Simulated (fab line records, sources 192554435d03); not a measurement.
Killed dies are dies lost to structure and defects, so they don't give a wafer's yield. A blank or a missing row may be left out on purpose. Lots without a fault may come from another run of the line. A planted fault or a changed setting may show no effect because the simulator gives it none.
Which tool did it? | flow n5_finfet | 10 lots, 30 wafers sampled, at 6 steps of a route of 1938

WHAT THE GAUGES READ, wafer by wafer
N5_BEOL_M15_THK_MEAS_01.
lot  | measured     | on            | M15_ILD_THK (nm)
L616 | day 14 04:04 | film_metro-02 | 1626 1628 1622
L618 | day 14 06:38 | film_metro-02 | 1604 1632 1621
L620 | day 14 13:52 | film_metro-01 | 1616 1631 1638
L622 | day 14 20:24 | film_metro-02 | 1620 1590 1654
L623 | day 15 02:31 | film_metro-01 | 1611 1620 1642
L624 | day 15 11:01 | film_metro-02 | 1659 1633 1646
L626 | day 16 05:41 | film_metro-01 | 1616 1618 1660
L628 | day 16 15:20 | film_metro-01 | 1630 1627 1648
L637 | day 19 04:25 | film_metro-02 | 1643 2362 2427
L638 | day 19 18:24 | film_metro-01 | 1639 1649 1636

N5_BEOL_M15_OVL_MEAS_11.
lot  | measured     | on         | V14_OVL (nm)
L616 | day 14 04:31 | overlay-01 | -7 3 -11
L618 | day 14 07:05 | overlay-01 | 3 10 5
L620 | day 14 14:13 | overlay-01 | 6 3 6
L622 | day 14 20:44 | overlay-01 | 2 2 1
L623 | day 15 02:52 | overlay-01 | 11 2 5
L624 | day 15 11:37 | overlay-01 | 11 -1 3
L626 | day 16 06:08 | overlay-02 | 8 6 10
L628 | day 16 15:47 | overlay-02 | -13 0 -6
L637 | day 19 04:46 | overlay-01 | 8 19 5
L638 | day 19 18:44 | overlay-02 | 5 1 6

N5_BEOL_M15_CD_MEAS_17: target cd 360 nm.
lot  | measured     | on        | cd_nm (nm)
L616 | day 14 05:04 | cd_sem-03 | 362.2 362.7 363.2
L618 | day 14 07:39 | cd_sem-03 | 361.5 363.1 362.3
L620 | day 14 14:53 | cd_sem-02 | 360.5 361.3 358.8
L622 | day 14 23:44 | cd_sem-03 | 363.9 361.7 362.2
L623 | day 15 04:14 | cd_sem-01 | 361.2 359.6 361.4
L624 | day 15 12:31 | cd_sem-03 | 361.2 360.0 360.6
L626 | day 16 06:41 | cd_sem-01 | 360.2 359.5 361.7
L628 | day 16 16:20 | cd_sem-03 | 360.5 361.5 361.3
L637 | day 19 05:37 | cd_sem-01 | 362.6 367.9 369.7
L638 | day 19 19:17 | cd_sem-02 | 363.5 361.5 362.8

WHICH TOOL RAN EACH LOT (tool, then ch and the chambers of the sampled wafers, then the start)
lot  | N5_BEOL_M14_TRENCH_ETCH_34         | N5_BEOL_M14_SPUTTER_44       | N5_BEOL_M15_ILD_DEP_00
L616 | rie_diel-01 ch 2,3, day 14 01:43   | pvd_sputter-02, day 14 02:38 | pecvd-03 ch 0,1, day 14 03:49
L618 | rie_diel-01 ch 1,2, day 14 02:34   | pvd_sputter-02, day 14 04:58 | pecvd-03 ch 0,2, day 14 06:23
L620 | rie_diel-01 ch 1,2, day 14 09:15   | pvd_sputter-02, day 14 12:22 | pecvd-03 ch 0,1,2, day 14 13:37
L622 | rie_diel-01 ch 1,3, day 14 18:12   | pvd_sputter-03, day 14 18:59 | pecvd-02 ch 0,1,2, day 14 20:09
L623 | rie_diel-06 ch 0,1,3, day 14 23:35 | pvd_sputter-03, day 15 01:07 | pecvd-04 ch 1,2, day 15 02:16
L624 | rie_diel-04 ch 1,3, day 15 07:19   | pvd_sputter-01, day 15 08:46 | pecvd-04 ch 0,1,2, day 15 10:46
L626 | rie_diel-04 ch 1,3, day 16 01:31   | pvd_sputter-03, day 16 04:05 | pecvd-03 ch 0,1, day 16 05:26
L628 | rie_diel-04 ch 0,2, day 16 12:50   | pvd_sputter-02, day 16 13:54 | pecvd-02 ch 0,2, day 16 15:04
L637 | rie_diel-04 ch 1,2,3, day 19 00:01 | pvd_sputter-03, day 19 01:58 | pecvd-02 ch 1,2, day 19 04:03
L638 | rie_diel-04 ch 0,2,3, day 19 14:38 | pvd_sputter-03, day 19 16:58 | pecvd-03 ch 0,1,2, day 19 18:15
- N5_BEOL_M14_TRENCH_ETCH_34: etches SiO2 in C4F8/O2/Ar, target depth 556.65 nm, time 126.9 s.
- N5_BEOL_M14_SPUTTER_44: material Ta, target thk 15 nm, time 24.19 s.
- N5_BEOL_M15_ILD_DEP_00: deposits SiO2 from TEOS/O2, target thk 1629.3 nm, time 346.1 s.

WHAT THE TOOLS THEMSELVES READ (means of the sampled wafers that have a number; where no wafer has one, the mark that the record gives instead)
N5_BEOL_M14_TRENCH_ETCH_34.
lot  | tool        | drypump_motor_current_A (A) | oes_product_au (a.u.) | rf_vpp_V (V) | showerhead_plenum_p_Torr (Torr) | throttle_valve_pct (%)
L616 | rie_diel-01 | 5.8                         | 0.76                  | 2223         | 3.40                            | 31.17
L618 | rie_diel-01 | 5.9                         | 0.78                  | 2220         | 3.42                            | 30.98
L620 | rie_diel-01 | 6.0                         | 0.79                  | 2214         | 3.37                            | 31.07
L622 | rie_diel-01 | 5.6                         | 0.75                  | 2228         | 3.44                            | 31.10
L623 | rie_diel-06 | 5.8                         | 0.74                  | 2217         | 3.42                            | 31.01
L624 | rie_diel-04 | 6.1                         | 0.72                  | 2233         | 3.49                            | 30.57
L626 | rie_diel-04 | 5.7                         | 0.73                  | 2213         | 3.45                            | 30.55
L628 | rie_diel-04 | 5.8                         | 0.90                  | 2235         | 3.54                            | 31.04
L637 | rie_diel-04 | 5.8                         | 0.85                  | 2229         | 3.47                            | 30.69
L638 | rie_diel-04 | 6.1                         | 0.86                  | 2236         | 3.53                            | 30.80

N5_BEOL_M14_SPUTTER_44.
lot  | tool           | substrate_temp_c (C) | throttle_valve_pct (%)
L616 | pvd_sputter-02 | 49.97                | 30.1
L618 | pvd_sputter-02 | 49.99                | 29.4
L620 | pvd_sputter-02 | 49.94                | 30.5
L622 | pvd_sputter-03 | 49.96                | 29.6
L623 | pvd_sputter-03 | 49.97                | 29.2
L624 | pvd_sputter-01 | 50.12                | 30.7
L626 | pvd_sputter-03 | 50.00                | 29.3
L628 | pvd_sputter-02 | 49.96                | 30.2
L637 | pvd_sputter-03 | 49.93                | 29.1
L638 | pvd_sputter-03 | 49.96                | 28.6

N5_BEOL_M15_ILD_DEP_00.
lot  | tool     | heater_power_w (W) | run_length_s (s) | showerhead_plenum_p_Torr (Torr) | showerhead_vpp_V (V) | throttle_valve_pct (%)
L616 | pecvd-03 | 633                | 389.2            | 8.33                            | 1825                 | 19.0
L618 | pecvd-03 | 598                | 388.9            | 8.34                            | 1781                 | 18.4
L620 | pecvd-03 | 533                | 389.2            | 8.33                            | 1861                 | 18.3
L622 | pecvd-02 | 473                | 388.5            | 8.36                            | 1895                 | 18.2
L623 | pecvd-04 | 588                | 389.2            | 8.37                            | 1870                 | 18.9
L624 | pecvd-04 | 522                | 388.9            | 8.41                            | 1864                 | 19.3
L626 | pecvd-03 | 648                | 389.3            | 8.32                            | 1908                 | 19.4
L628 | pecvd-02 | 452                | 388.1            | 8.41                            | 1902                 | 18.1
L637 | pecvd-02 | 488                | 495.5            | 8.33                            | 1868                 | 18.1
L638 | pecvd-03 | 672                | 389.1            | 8.31                            | 1875                 | 18.6

THE ANSWER, worked out from the rows above alone
Rule: what is usual is taken from the lots themselves. Put in order of their means at a reading, lots are off if they are a third of the lots or fewer, leave a main group of 4 or more, and stand apart from it by a gap of 3 or more times the standard deviation of the main group's means; of several such gaps the widest counts. A main group whose means are all the same, to the digits that the tables above print for the reading, isn't used. A lot without any number at a reading at which 4 lots or more have one is off too. The other lots that the step has rows for count as sound. The gauges are gone through in route order, then the tools' own readings, and for those a lot's mean is taken as printed above. The first step at which some lot is off is used, and at that step the reading that is off furthest; a lot without a number counts as furthest.
Off: L637, at N5_BEOL_M15_THK_MEAS_01 (M15_ILD_THK). The main group: mean 1630 nm, standard deviation 8.6.
A tool fits if, at a process step before that reading, it ran every lot that is off, and no sound lot after the first of them. The gauges at N5_BEOL_M15_THK_MEAS_01 aren't tried: what is off there is off at N5_BEOL_M15_CD_MEAS_17 too, on other tools, and a gauge's error can't cause that. One fits: pecvd-02 at N5_BEOL_M15_ILD_DEP_00. Its last sound lot is L628 (day 16 15:04), its first lot that is off L637 (day 19 04:03): a fault that began between those two fits.
The tool's own readings at N5_BEOL_M15_ILD_DEP_00 bear it out: on the lots that are off they differ by more than 5 times the standard deviation of the sound lots' means. run_length_s reads 495.5 s there against 388.9 s on the sound lots.

WHAT THE SIMULATOR HAD PUT IN
Process parameter drift: pecvd-02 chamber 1, from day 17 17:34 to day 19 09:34, at N5_BEOL_M15_ILD_DEP_00. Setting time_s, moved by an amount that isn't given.
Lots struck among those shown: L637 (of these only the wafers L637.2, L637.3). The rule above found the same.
